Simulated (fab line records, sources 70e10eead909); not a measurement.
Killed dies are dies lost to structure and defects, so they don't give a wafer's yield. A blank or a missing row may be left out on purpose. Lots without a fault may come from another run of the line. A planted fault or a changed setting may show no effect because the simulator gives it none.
Chamber matching | flow nand_harc | NHARC_P_BONDPAD_DESCUM_11 on rie_diel-13: 4 sister chambers
The step chemistry O2, time 3 s. 4 wafers are shown with their chamber, then 7 later ones without.

WAFERS WITH THEIR CHAMBER
wafer  | chamber | drypump_motor_current_A (A)
L079.1 | 1       | 5.4
L082.6 | 2       | 5.8
L090.1 | 3       | 5.7
L090.5 | 0       | 5.1

WAFERS WITHOUT THEIR CHAMBER
wafer  | drypump_motor_current_A (A)
L090.6 | 5.4
L095.1 | 5.8
L095.2 | 5.2
L095.5 | 5.4
L096.1 | 5.8
L096.2 | 5.2
L096.3 | 5.4

WHICH CHAMBER EACH WENT THROUGH
wafer  | from the rows above     | in truth
L090.6 | 1                       | 1
L095.1 | can't be placed: 2 or 3 | 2
L095.2 | can't be placed: 0 or 1 | 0
L095.5 | 1                       | 1
L096.1 | can't be placed: 2 or 3 | 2
L096.2 | can't be placed: 0 or 1 | 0
L096.3 | 1                       | 1
Placed correctly: 3 of 7. Can't be placed from these rows: 4 (the true chamber is among the candidates in 4). Placed wrongly: 0.
How it was worked out, from the rows above alone: a wafer's distance from a chamber is the root of the sum, over the readings, of the square of ((its reading less the chamber's mean) divided by the reading's scatter). The wafer belongs to the nearest chamber; if the next one is less than 2 further off, it can't be placed. A chamber's mean is the mean of its shown wafers. The scatter: with one shown wafer a chamber, the root of the mean of the squares of how far each hidden wafer lies from its nearest shown one.
